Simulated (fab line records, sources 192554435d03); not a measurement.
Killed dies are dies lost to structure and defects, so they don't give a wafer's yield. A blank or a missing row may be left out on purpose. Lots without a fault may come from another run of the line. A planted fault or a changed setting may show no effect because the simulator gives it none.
A struck lot beside a sound one | flow n5_finfet | 15 steps out of a route of 1938
Sound: wafers L470.1, L470.4, L470.5. Struck: wafer L475.4. (L475.5, L475.6 of the same lot were not struck and are left out.) The cause comes at the end.
At each step with rows: each side's tool, then ch and its chambers, then its first start. Under that, the readings that differ: sound wafers | struck wafers | difference of the means | sigmas: that difference in standard deviations of wafers without a fault.
alike: readings whose means differ by less than 2 such deviations, and words and numbers that are the same on both sides. not compared: withheld readings, readings that some wafer has no value for, bounds like >300 that may hide the same value, and numbers for which the record gives no deviation and whose values overlap.
The two part at a step that has a row with sigmas, a row that says differs or no value, or rows on one side only. Numbers that don't overlap but have no deviation are shown without sigmas and don't part them. A reading that every wafer of one side lacks parts them only if that side has two wafers or more.

N5_FIN_CUT_PRECLEAN_35: cleans in vHF, time 13.3 s.
  sound on vapor_etch-01 ch 0, day 4 06:04; struck on vapor_etch-01 ch 0, day 5 11:34
  alike: drypump_motor_current_A
N5_FIN_CUT_CUT_ETCH_15: etches Si in HBr/Cl2/O2, target depth 100 nm, bt time 10 s, time 42.4 s.
  sound on rie_si-04 ch 2,3, day 4 06:09; struck on rie_si-01 ch 1, day 5 11:37
  reading                     | sound          | struck | difference | sigmas
  drypump_motor_current_A (A) | 5.6 6.6 6.5    | 5.2    | -1.0       | -2
  throttle_valve_pct (%)      | 37.3 37.9 37.9 | 36.9   | -0.8       | -2
  alike: HBr_flow_sccm, chamber_pressure_mTorr, oes_o_777_au, oes_product_au
  not compared: rf_hours_counter_h
N5_FIN_CUT_CUT_ETCH_28: etches Si in HBr/Cl2/O2, target depth 6 nm, time 2.4 s.
  sound on rie_si-04 ch 2,3, day 4 06:12; struck on rie_si-01 ch 1, day 5 11:41
  reading                     | sound             | struck | difference | sigmas
  HBr_flow_sccm (sccm)        | 151.1 149.6 149.9 | 149.3  | -0.9       | -2
  drypump_motor_current_A (A) | 5.6 6.5 6.5       | 5.2    | -1.0       | -2
  throttle_valve_pct (%)      | 37.3 37.9 37.9    | 36.9   | -0.8       | -2
  alike: chamber_pressure_mTorr, oes_o_777_au, oes_product_au
  not compared: rf_hours_counter_h
N5_FIN_CUT_STRIP_22: strips in N2/H2.
  sound on rie_diel-03 ch 0,1,2, day 4 06:31; struck on rie_diel-03 ch 3, day 5 11:45
  alike: bias_power_w, chamber_pressure_mTorr, drypump_motor_current_A, oes_product_au, rf_vpp_V, showerhead_plenum_p_Torr, throttle_valve_pct
  not compared: rf_hours_counter_h
then, 3 steps without rows for these wafers: N5_FIN_CUT_PRECLEAN_36 (cleans in O3/DIW, time 60 s); N5_FIN_CUT_SRD_32 (time 30 s); N5_FIN_CUT_UV_OZONE_34 (time 120 s).
N5_FIN_CUT_INSPECT_17: inspects for defects (brightfield).
  sound on defect_inspect-01, day 4 06:41; struck on defect_inspect-02, day 5 11:55
  alike: raw_defect_count
N5_STI_FIN_REVEAL_ALD_00: deposits SiO2, target thk 1 nm, pulse time 1 s.
  sound on ald_sin-04 ch 2,3, day 4 06:43; struck on ald_sin-02 ch 2, day 5 11:57
  alike: heater_power_w, precursor_pulse_height_rel
then, 3 steps without rows for these wafers: N5_STI_FIN_REVEAL_ALD_14 (deposits Si3N4, target thk 3 nm); N5_STI_FIN_REVEAL_FCVD_FILL_01 (material SiO2 flowable, target thk 312 nm, time 512.2 s); N5_STI_FIN_REVEAL_DENSIFY_02 (time 1800 s).
N5_STI_FIN_REVEAL_CMP_04: polishes, stops on Si3N4, t overpolish 4 s, target thk 131.83 nm.
  sound on cmp-02 ch 0,2, day 4 11:49; struck on cmp-02 ch 0, day 5 17:05
  reading                | sound       | struck | difference | sigmas
  time_to_endpoint_s (s) | 108 113 113 | 228    | +117       | +15
  alike: motor_current_A, overpolish_run_s
N5_STI_FIN_REVEAL_THK_MEAS_05:
  sound on film_metro-02, day 4 12:07; struck on film_metro-02, day 5 17:20
  reading     | sound             | struck | difference | sigmas
  thk_nm (nm) | 132.0 133.8 132.8 | 136.0  | +3.1       | +2
-- the record jumps here: 10 days lie between the struck wafers' starts before and after (it left off in module STI_FIN_REVEAL and takes up again in module PASSIVATION, whose first step shown is number 1936 of the route) --
N5_PASSIVATION_PROBE_49:
  sound on prober-02, day 14 03:35; struck on prober-02, day 15 13:52
  alike: killed_at_M0_to_M3, killed_at_M4_up, killed_at_contacts, killed_at_front_end, killed_at_other, killed_dies, killed_open, killed_short

WHERE THEY PART
First at N5_FIN_CUT_CUT_ETCH_15; last, within this record, at N5_STI_FIN_REVEAL_THK_MEAS_05. Later steps at which nothing parts them and some readings are alike: N5_PASSIVATION_PROBE_49.

WHY: what the simulator had put in
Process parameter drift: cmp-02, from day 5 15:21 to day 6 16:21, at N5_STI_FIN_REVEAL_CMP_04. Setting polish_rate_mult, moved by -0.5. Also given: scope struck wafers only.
